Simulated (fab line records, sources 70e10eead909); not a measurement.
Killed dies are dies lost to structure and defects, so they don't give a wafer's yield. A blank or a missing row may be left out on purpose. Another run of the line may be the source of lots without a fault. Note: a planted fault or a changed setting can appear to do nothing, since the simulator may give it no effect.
Chamber matching ; flow nand_harc ; ald_hk-03 running NHARC_A_CHANNEL_FILL_D1_ALD_02: 4 sister chambers
The step deposits SiO2, target thk 6 nm, pulse time 10 s, ald cycles 60. 4 wafers are shown with their chamber, then 9 later ones without.

WAFERS PAIRED WITH THEIR CHAMBERS
wafer;chamber;heater_power_w (W)
L085.2;2;473
L092.3;3;508
L092.5;1;548
L092.6;0;482

WAFERS WHOSE CHAMBER IS MISSING
wafer;heater_power_w (W)
L093.1;480
L093.3;493
L093.5;507
L094.1;518
L094.3;466
L094.6;521
L096.2;513
L096.4;543
L096.5;491

CHAMBER TAKEN BY EACH
wafer;from the rows above;in truth
L093.1;can't be placed: 0 or 2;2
L093.3;can't be placed: 0 or 3 or 2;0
L093.5;3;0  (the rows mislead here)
L094.1;3;3
L094.3;can't be placed: 2 or 0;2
L094.6;can't be placed: 3 or 1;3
L096.2;3;3
L096.4;1;1
L096.5;can't be placed: 0 or 3 or 2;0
Correct placement for 3 of the 9. Unplaceable from these rows: 5, with the true chamber sitting among the candidates in 5. Number placed wrongly: 1.
How it was worked out, from the rows above alone: a wafer's distance from a chamber is the root of the sum, over the readings, of the square of ((its reading less the chamber's mean) divided by the reading's scatter). If the next closest chamber is less than 2 further off than the closest, the wafer can't be placed; otherwise it belongs to the closest. A chamber's mean is the mean of its shown wafers. The scatter (one wafer shown for each chamber): square how far every hidden wafer sits from the nearest shown wafer, average those squares and take the square root.
